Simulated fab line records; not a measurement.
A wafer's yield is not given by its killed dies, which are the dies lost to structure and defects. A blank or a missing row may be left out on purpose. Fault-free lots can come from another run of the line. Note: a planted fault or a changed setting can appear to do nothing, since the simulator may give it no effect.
fab line records	flow nand_harc
record lots=12	wafers=36	last_day=33
route steps=1302 shown P_CONTACT@249 P_M0@265 END@1302
lots that met no fault: taken from a fault-free run of the same line
start_h: the number of hours between the record's first day and the start of the first shown wafer of the lot	wait_h: time in hours since the lot's previous step	" the same as in the row above	L1.1+2: a row that stands for several wafers	- no value, or no start given	* or withheld: withheld	< > ~ a bound
route shown NAME@n: NAME is a module with steps in the file, n the number in the route of the first one	usual: mean and standard deviation over wafers with no fault	same: alike in all rows	chamber/n: place in a boat	sites: readings site by site	_std_site: standard deviation of those values	_edge_site: mean of outer sites minus mean of inner sites	radius_mm: for every site, how far away it sits from the centre of the wafer	mask NAME#n: copy n	behind: the most recent tool/chamber to have shaped the wafer	hold: the reason the lot was held/the length of the hold in hours/how it ended	device: names the non-switching transistor (n, p or np)	end of line: the route-end tests of the same wafers	step lacking rows: just its recipe	killed: at the first sort, the dies lost to defects and structure; wafer yield is something else	map: a wafer's dies, x killed, . not, _ none there
set.NAME: the setting as run; set.NAME@STEP: as run at that earlier step	model.NAME: the simulator's own value behind a step, which no gauge read
the route's steps for a sample of lots (tables are steps, rows are wafers)
services: from which hour (start_h, from the record's first day; less than 0 if before it) a tool's chamber was out of use, for how many hours, and why
## steps
# step NHARC_P_CONTACT_CMP_24
# recipe t_overpolish_s=30	target_thk_nm=200
# usual motor_current_A=12.2/0.68	overpolish_run_s=29.999/0.0087	time_to_endpoint_s=39.3/2.5
lot.wafer	tool	chamber	start_h	wait_h	motor_current_A	overpolish_run_s	time_to_endpoint_s
L934.1	cmp-01	3	121.55	0.6	11.9	29.990	39.0
L934.3	"	2	"	"	12.3	30.013	35.9
L934.6	"	3	"	"	11.7	30.002	39.6
L936.4	cmp-02	1	140.48	0.4	13.0	30.011	37.6
L936.3	"	3	"	"	10.7	30.002	41.1
L936.2	"	0	"	"	13.2	30.007	44.1
L935.3	cmp-01	0	141.14	0.4	12.4	29.989	36.8
L935.6	"	3	"	"	11.9	29.988	40.5
L935.5	"	0	"	"	12.3	29.991	36.6
L937.3	cmp-04	0	153.27	0.4	12.3	29.992	41.1
L937.4	"	2	"	"	12.6	30.006	41.2
L937.5	"	1	"	"	12.6	29.995	39.4
L938.3	cmp-04	3	158.53	0.3	12.9	30.005	40.7
L938.2	"	0	"	"	12.1	29.988	40.1
L938.6	"	0	"	"	12.5	30.003	41.1
L939.1	cmp-01	0	174.70	0.6	13.0	30.011	39.9
L939.2	"	2	"	"	12.0	30.009	41.9
L939.6	"	0	"	"	12.9	29.989	39.1
L940.4	cmp-02	1	184.77	0.5	12.3	29.994	36.2
L940.1	"	2	"	"	11.8	30.009	36.3
L940.5	"	2	"	"	11.7	29.998	36.3
L947.4	cmp-01	0	250.60	0.4	12.4	30.002	39.3
L947.3	"	1	"	"	11.1	29.999	41.4
L947.2	"	2	"	"	11.8	30.000	38.1
L954.2	cmp-01	3	330.64	0.6	11.9	30.011	37.2
L954.3	"	1	"	"	12.4	30.004	35.0
L954.5	"	3	"	"	11.7	29.994	39.2
L955.3	cmp-04	2	339.24	0.3	12.5	30.013	39.9
L955.5	"	1	"	"	12.3	30.004	39.8
L955.6	"	2	"	"	12.2	29.987	41.1
L956.2	cmp-01	3	344.10	0.5	11.6	29.997	37.6
L956.3	"	2	"	"	12.6	29.995	34.8
L956.6	"	3	"	"	12.0	29.998	39.3
L957.3	cmp-04	0	350.85	0.6	12.6	29.993	40.1
L957.5	"	0	"	"	12.3	29.983	39.3
L957.6	"	1	"	"	12.4	29.996	36.8
# step NHARC_P_M0_INSPECT_11
# usual raw_defect_count=4.8/2.6
lot.wafer	tool	chamber	start_h	wait_h	raw_defect_count
L934.1	defect_inspect-01	-	122.86	0.0	3
L934.3	"	-	"	"	2
L934.6	"	-	"	"	1
L936.2	defect_inspect-01	-	141.91	0.0	4
L936.3	"	-	"	"	2
L936.4	"	-	"	"	1
L935.3	defect_inspect-01	-	142.41	0.0	3
L935.5	"	-	"	"	4
L935.6	"	-	"	"	1
L937.3	defect_inspect-01	-	154.57	0.0	7
L937.4	"	-	"	"	8
L937.5	"	-	"	"	7
L938.2	defect_inspect-01	-	159.84	0.0	4
L938.3	"	-	"	"	2
L938.6	"	-	"	"	2
L939.1	defect_inspect-02	-	175.97	0.0	6
L939.2	"	-	"	"	9
L939.6	"	-	"	"	5
L940.1	defect_inspect-02	-	186.22	0.0	5
L940.4	"	-	"	"	6
L940.5	"	-	"	"	7
L947.2	defect_inspect-01	-	252.06	0.0	3
L947.3	"	-	"	"	5
L947.4	"	-	"	"	4
L954.2	defect_inspect-01	-	332.04	0.0	5
L954.3	"	-	"	"	3
L954.5	"	-	"	"	2
L955.3	defect_inspect-02	-	340.69	0.0	3
L955.5	"	-	"	"	3
L955.6	"	-	"	"	7
L956.2	defect_inspect-02	-	345.55	0.0	5
L956.3	"	-	"	"	7
L956.6	"	-	"	"	8
L957.3	defect_inspect-01	-	352.30	0.0	2
L957.5	"	-	"	"	4
L957.6	"	-	"	"	5
# step NHARC_P_M0_ETCH_15
# recipe target_depth_a=1500	overetch_a=150	time_s=82.5	c4f8_flow_sccm=withheld	ar_flow_sccm=400	rf_w=600	bias_w=300	chemistry=C4F8/Ar
# usual oes_product_au=0.965/0.012	rf_vpp_V=440/3.1	run_length_s=103.6/0.31
lot.wafer	tool	chamber	start_h	wait_h	oes_product_au	rf_hours_counter_h	rf_vpp_V	run_length_s
L934.3	rie_diel-09	1	123.20	-	0.942	26	443	103.4
L934.1	"	0	"	"	0.955	24	439	103.3
L934.6	"	2	"	"	0.957	-	442	103.6
L936.3	rie_diel-09	3	142.15	-	0.955	30	437	103.8
L936.4	"	0	"	"	0.970	27	439	103.2
L936.2	"	2	"	"	0.965	29	442	103.3
L935.3	rie_diel-09	1	142.67	-	0.983	29	444	103.5
L935.6	"	2	"	"	0.970	-	443	103.2
L935.5	"	3	"	"	0.962	-	437	103.3
L937.3	rie_diel-09	2	154.81	-	0.966	0	442	103.7
L937.4	"	0	"	"	0.954	0	438	103.7
L937.5	"	1	"	"	0.970	-	445	103.8
L938.2	rie_diel-09	2	160.12	-	0.965	1	442	103.8
L938.3	"	3	"	"	0.964	1	437	103.4
L938.6	"	2	"	"	0.968	-	442	103.6
L939.2	rie_diel-09	0	176.21	-	0.969	5	438	103.3
L939.1	"	3	"	"	0.959	5	438	103.8
L939.6	"	1	"	"	0.977	-	445	103.6
L940.4	rie_diel-07	2	186.75	-	0.958	20	439	104.0
L940.1	"	3	"	"	0.951	20	442	103.9
L940.5	"	2	"	"	0.967	-	439	104.0
L947.2	rie_diel-09	0	252.48	-	0.935	20	438	103.2
L947.4	"	1	"	"	0.925	19	444	92.1
L947.3	"	2	"	"	0.927	19	441	103.3
L954.2	rie_diel-07	2	332.27	-	0.959	7	438	104.2
L954.3	"	3	"	"	0.978	8	441	104.4
L954.5	"	3	"	"	0.980	-	441	103.8
L955.3	rie_diel-09	2	341.06	-	0.984	2	442	103.3
L955.5	"	3	"	"	0.972	-	436	103.8
L955.6	"	0	"	"	0.962	-	438	103.4
L956.2	rie_diel-07	3	345.79	-	0.978	12	439	104.3
L956.3	"	1	"	"	0.965	11	441	104.2
L956.6	"	0	"	"	0.965	-	437	103.5
L957.3	rie_diel-09	2	352.54	-	0.981	4	442	103.6
L957.5	"	1	"	"	0.962	-	444	103.3
L957.6	"	2	"	"	0.973	-	443	103.3
# step NHARC_P_M0_PVD_21
# recipe target_thk_a=300	chamber_pressure_pa=5	power_w=5000	substrate_temp_c=30	time_s=20.49	material=Cu
# usual throttle_valve_pct=29.7/0.89
lot.wafer	tool	chamber	start_h	wait_h	throttle_valve_pct
L934.3	pvd_sputter-02	-	-	-	29.9
L934.1	"	-	"	"	28.0
L934.6	"	-	"	"	28.2
L936.3	pvd_sputter-03	-	-	-	29.4
L936.4	"	-	"	"	29.4
L936.2	"	-	"	"	31.7
L935.3	pvd_sputter-02	-	-	-	28.4
L935.6	"	-	"	"	30.0
L935.5	"	-	"	"	28.2
L937.4	pvd_sputter-03	-	-	-	31.3
L937.3	"	-	"	"	29.3
L937.5	"	-	"	"	31.4
L938.2	pvd_sputter-01	-	-	-	30.9
L938.3	"	-	"	"	28.4
L938.6	"	-	"	"	28.0
L939.1	pvd_sputter-02	-	-	-	30.2
L939.2	"	-	"	"	28.4
L939.6	"	-	"	"	30.0
L940.4	pvd_sputter-02	-	-	-	29.9
L940.1	"	-	"	"	28.2
L940.5	"	-	"	"	29.6
L947.3	pvd_sputter-03	-	-	-	29.5
L947.2	"	-	"	"	29.5
L947.4	"	-	"	"	31.0
L954.2	pvd_sputter-01	-	-	-	30.3
L954.3	"	-	"	"	28.5
L954.5	"	-	"	"	29.5
L955.3	pvd_sputter-01	-	-	-	30.3
L955.6	"	-	"	"	29.3
L955.5	"	-	"	"	30.2
L956.3	pvd_sputter-01	-	-	-	28.4
L956.2	"	-	"	"	29.5
L956.6	"	-	"	"	28.2
L957.3	pvd_sputter-02	-	-	-	30.9
L957.6	"	-	"	"	30.2
L957.5	"	-	"	"	29.6
# step NHARC_END_SORT_01
# recipe temp_c=25
# usual defect_limited_yield=92/3	killed_at_array=52/20	killed_at_other=1.0/1.3	killed_at_periphery=3.7/2.2	killed_dies=57/20	killed_open=3.2/1.6	killed_short=2.4/1.6	sort_bin_2_pct=2.9/1.4	sort_bin_3_pct=0.6/0.41	sort_bin_4_pct=4.8/1.5	sort_n_pass=620/20	sort_rim_yield_pct=93/3.5	sort_yield_pct=92/3
# same gross_dies=677	sort_bin_5_pct[%]=0	sort_bin_6_pct[%]=0	sort_bin_7_pct[%]=0	sort_bin_8_pct[%]=0	sort_rim_n_gross=106.00
lot.wafer	tool	chamber	start_h	wait_h	defect_limited_yield[%]	killed_at_array	killed_at_other	killed_at_periphery	killed_dies	killed_open	killed_short	sort_bin_2_pct[%]	sort_bin_3_pct[%]	sort_bin_4_pct[%]	sort_n_pass	sort_rim_yield_pct[%]	sort_yield_pct[%]
L947.2	prober-01	0	702.49	2.8	94	41	0	3	44	5	7	1.6	0.6	4.3	633	91	94
L947.3	prober-01	0	703.29	3.1	94	38	0	4	42	2	2	2.1	0.4	3.7	635	92	94
L947.4	prober-01	0	704.09	3.4	0	43	0	634	677	6	2	95.3	0.9	3.8	0	0	0
# killed by level:class
L947.2 A_CHANNEL_HOLE_D1:chamber_film_flake=23 A_WL_FILL:geometric_particle:short=3 A_SLIT:chamber_film_flake=3 A_DECK1_JOINT:geometric_particle:short=2 P_M1:chamber_film_flake=2 P_CONTACT:geometric_particle:open=1 A_SOURCE_PLATE:geometric_particle:short=1 A_SOURCE_PLATE:geometric_particle:open=1
L947.3 A_CHANNEL_HOLE_D1:chamber_film_flake=27 A_SLIT:chamber_film_flake=4 A_CONTACT:chamber_film_flake=2 P_BONDPAD:geometric_particle:short=1 A_ONON_D1:geometric_particle:short=1 A_ONON_D1:geometric_particle:open=1 A_M0:geometric_particle:open=1 P_ZERO_WELL:chamber_film_flake=1
L947.4 P_M0:area_etch=630 A_CHANNEL_HOLE_D1:chamber_film_flake=22 A_SLIT:chamber_film_flake=4 A_WL_FILL:geometric_particle:short=2 P_M1:chamber_film_flake=2 A_CONTACT:chamber_film_flake=2 A_M0:chamber_film_flake=2 A_ONON_D1:geometric_particle:open=1
## services
tool	chamber	start_h	hours	kind
cmp-04	-	102.48	3.9	repair
rie_diel-07	1	109.79	4.7	repair
pvd_sputter-02	-	111.35	10.0	pm
rie_diel-07	-	117.29	9.0	pm
cmp-01	-	118.64	2.2	repair
cmp-04	-	134.08	4.0	pm
rie_diel-09	-	143.42	9.0	pm
pvd_sputter-02	-	155.32	0.9	repair
pvd_sputter-03	-	156.91	4.6	repair
pvd_sputter-02	-	161.48	2.3	repair
cmp-01	-	193.98	4.0	pm
cmp-01	-	209.50	0.9	repair
pvd_sputter-02	-	215.15	4.0	repair
pvd_sputter-01	-	226.00	10.0	pm
rie_diel-09	0	232.05	6.8	repair
cmp-04	-	232.08	4.0	pm
cmp-01	-	253.87	0.5	repair
pvd_sputter-02	-	289.35	10.0	pm
rie_diel-09	1	290.08	6.1	repair
cmp-01	-	291.98	4.0	pm
pvd_sputter-02	-	311.29	4.4	repair
cmp-01	-	319.36	1.2	repair
rie_diel-09	-	320.42	9.0	pm
cmp-04	-	330.08	4.0	pm
## key
first_sign step=NHARC_P_M0_ETCH_15	reading=run_length_s	direction=down	sigmas=37	usual=*	struck=*
effect step=NHARC_END_SORT_01	reading=killed_at_periphery	direction=up	sigmas=99+	usual=3.7	struck=634
more_kills_born_at NHARC_P_M0_ETCH_15@rie_diel-09=630
met_at NHARC_P_M0_ETCH_15
struck_lots L947
struck_wafers L947.4
later_rows_left_out L947.4
not_acting_at NHARC_P_CONTACT_CMP_24,NHARC_P_M0_INSPECT_11,NHARC_P_M0_PVD_21
onset_between 176.21 252.48
fault kind=process_parameter_drift	tool=rie_diel-09	chamber=-	onset_h=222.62	steps=NHARC_P_M0_ETCH_15	channel=time_s	offset=*	shape=step	end_h=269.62	scope=struck_wafers_only	acts_in=*	stated=*
# later_rows_left_out: the simulator's readings of these wafers behind a module that went badly wrong aren't trusted and aren't shown, but for the sort
